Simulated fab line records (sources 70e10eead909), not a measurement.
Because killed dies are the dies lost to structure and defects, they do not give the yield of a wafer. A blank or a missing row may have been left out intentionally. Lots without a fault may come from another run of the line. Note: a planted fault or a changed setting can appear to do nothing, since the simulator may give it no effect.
Matching of chambers	flow nandHarc	rieDiel-10 running NHARC_THIN_TSV_ETCHBACK_48: 4 sister chambers
The step etches the open film in C4F8/Ar, target depth 1028.5 nm, time 405.17 s. 16 wafers are shown with their chamber, then 8 later ones without.

== EACH WAFER AND ITS CHAMBER ==
wafer	chamber	rfVppV (V)	oesProductAu (a.u.)	runLengthS (s)
L907.1	0	544	0.97	426.5
L907.3	1	548	0.97	426.8
L907.6	0	544	0.96	427.1
L911.1	1	546	0.94	426.7
L911.4	0	543	0.93	426.7
L911.6	1	546	0.95	426.6
L922.3	2	545	0.93	426.6
L922.4	0	544	0.93	426.7
L922.6	0	543	0.93	426.7
L928.2	1	547	1.00	426.6
L928.5	3	551	1.01	426.6
L928.6	2	547	1.00	426.6
L925.1	3	549	1.01	426.5
L925.4	1	548	1.01	426.6
L925.5	0	544	1.02	426.5
L927.1	2	545	0.98	426.5

SIGNATURES (means of the wafers above)
reading	chamber 0	chamber 1	chamber 2	chamber 3	scatter within a chamber
rfVppV	543.67	547.00	545.67	550.00	0.913
oesProductAu	0.9567	0.9740	0.9700	1.0100	0.0325
runLengthS	426.700	426.660	426.567	426.550	0.154
Rule: a wafer's distance from a chamber is the root of the sum, over the readings, of the square of ((its reading less the chamber's mean) divided by the reading's scatter). The wafer belongs to the nearest chamber; if the next one is less than 2 further off, it can't be placed. The scatter: take each reading less its chamber's mean, square it, sum over the shown wafers, divide by the number of wafers less the number of chambers, and take the root.

== WAFERS WHOSE CHAMBER IS MISSING ==
wafer	rfVppV (V)	oesProductAu (a.u.)	runLengthS (s)
L927.2	548	1.01	426.5
L927.3	544	1.01	426.6
L929.1	547	0.97	427.0
L929.3	543	0.99	427.1
L929.5	540	0.99	427.0
L930.1	543	0.94	426.6
L930.5	546	0.92	426.7
L930.6	551	0.94	426.1

== WHICH CHAMBER EACH WENT THROUGH ==
wafer	from the rows above	in truth
L927.2	can't be placed: 1 or 3 or 2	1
L927.3	can't be placed: 0 or 2 or 1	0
L929.1	can't be placed: 1 or 2 or 0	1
L929.3	can't be placed: 0 or 2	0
L929.5	0	0
L930.1	can't be placed: 0 or 2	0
L930.5	can't be placed: 2 or 1 or 0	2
L930.6	can't be placed: 3 or 1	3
Placed correctly: 1 of 8. From these rows, 7 cannot be placed; in 7 the true chamber is one of the candidates. Placed wrongly: 0.
